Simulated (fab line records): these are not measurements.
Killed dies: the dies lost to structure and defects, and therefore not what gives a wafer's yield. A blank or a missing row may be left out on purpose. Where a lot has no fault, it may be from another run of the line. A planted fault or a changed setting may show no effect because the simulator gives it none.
Comparing a struck lot with a sound one    flow n5_finfet    15 out of 1938 route steps
Sound: wafers L767.1, L767.2, L767.6. Struck: wafers L774.4, L774.5 (left out: L774.6, a lot-mate that was not struck); the cause follows at the end.
For every step that has rows: the tool of each side, followed by ch and its chambers, followed by its first start. Under that, the readings that differ: sound wafers    struck wafers    difference of the means    sigmas: that difference in standard deviations of wafers without a fault.
alike: a reading whose means differ by less than 2 such deviations, as well as words and numbers matching on both sides. not compared: withheld readings; readings where some wafer has no value; bounds like >300 that might hide an equal value; numbers whose values overlap and for which the record gives no deviation.
Wherever a step has rows on one side only, a row that says differs or no value, or a row with sigmas, the two part there. Numbers that don't overlap but have no deviation are shown without sigmas and don't part them. Lack of a reading on every wafer of one side parts them only where that side has two or more wafers.

first, 7 steps without rows for these wafers: N5_FIN_CUT_COAT_29 (time 60 s, resist thk 10 nm); N5_FIN_CUT_COAT_02 (resist thk 30 nm); N5_FIN_CUT_EBR_04; N5_FIN_CUT_SOFTBAKE_03 (time 60 s); N5_FIN_CUT_EXPOSE_05 (exposes mask FIN CUT); N5_FIN_CUT_PEB_06 (peb time 60 s); N5_FIN_CUT_DEVELOP_07 (develop time 30 s).
N5_FIN_CUT_CD_MEAS_08 targets a cd of 29.1 nm.
  sound on cd_sem-02 ch 0, day 4 23:06; struck on cd_sem-03 ch 0, day 6 19:03
  alike: cd_nm
N5_FIN_CUT_OVL_MEAS_09:
  sound on overlay-02 ch 0, day 4 23:08; struck on overlay-02 ch 0, day 6 19:05
  alike: FIN_CUT_OVL
N5_FIN_CUT_INSPECT_10: inspects for defects (brightfield).
  sound on defect_inspect-02 at day 4 23:11; struck on defect_inspect-02 at day 6 19:08
  alike: raw_defect_count
N5_FIN_CUT_DESCUM_13: chemistry O2, time 7 s.
  sound on rie_diel-05 ch 2,3, day 4 23:26; struck on rie_diel-05 ch 1,2, day 6 19:10
  alike: drypump_motor_current_A, oes_product_au, rf_fwd_power_W, rf_vpp_V, showerhead_plenum_p_Torr, throttle_valve_pct
  not compared: rf_hours_counter_h
N5_FIN_CUT_ETCH_30: etches underlayer in N2/H2, target depth 13 nm, time 10.4 s.
  sound on rie_diel-05 ch 2,3, day 4 23:28; struck on rie_diel-05 ch 1,2, day 6 19:12
  alike: drypump_motor_current_A, etch_rf_on_time_s, oes_product_au, rf_fwd_power_W, rf_vpp_V, showerhead_plenum_p_Torr, throttle_valve_pct
  not compared: rf_hours_counter_h
N5_FIN_CUT_ETCH_20: etches SiARC in CF4, target depth 26 nm, time 43.3 s.
  sound on rie_diel-05 ch 2,3, day 4 23:29; struck on rie_diel-05 ch 1,2, day 6 19:13
reading                sound           struck     difference  sigmas
etch_rf_on_time_s (s)  43.3 42.5 43.5  26.9 26.5  -16.4       -24
oes_product_au (a.u.)  0.61 0.66 0.61  0.84 0.82  +0.20       +4
  alike: drypump_motor_current_A, mfc_ar_sccm, rf_fwd_power_W, rf_vpp_V, showerhead_plenum_p_Torr, throttle_valve_pct
  not compared: rf_hours_counter_h
N5_FIN_CUT_ETCH_21: etches SOC in N2/H2, target depth 219 nm, overetch 43.8 nm, time 523.5 s.
  sound on rie_diel-05 ch 2,3, day 4 23:32; struck on rie_diel-05 ch 1,2, day 6 19:16
  alike: drypump_motor_current_A, oes_product_au, rf_fwd_power_W, rf_vpp_V, showerhead_plenum_p_Torr, throttle_valve_pct
  not compared: rf_hours_counter_h
-- a jump in the record: the struck wafers' starts before and after are 6 days apart (it breaks off in module FIN_CUT and resumes in module BEOL_M4, where the first step shown is number 1111 of the route) --
N5_BEOL_M4_RC_MEAS_101:
  sound on prober-02 ch 0, day 10 20:58; struck on prober-02 ch 0, day 12 14:25
  alike: DIBL_N, DIBL_P, IOFF_N, IOFF_P, ION_N, ION_P, SS_N, SS_P, VT_N, VT_P

WHERE THEY PART
Only at N5_FIN_CUT_ETCH_20, within this record. Later steps at which nothing parts them and some readings are alike: N5_FIN_CUT_ETCH_21, N5_BEOL_M4_RC_MEAS_101.

WHY: what had been put in by the simulator
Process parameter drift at N5_FIN_CUT_ETCH_20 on rie_diel-05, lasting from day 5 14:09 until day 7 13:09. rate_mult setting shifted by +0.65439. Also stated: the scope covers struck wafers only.
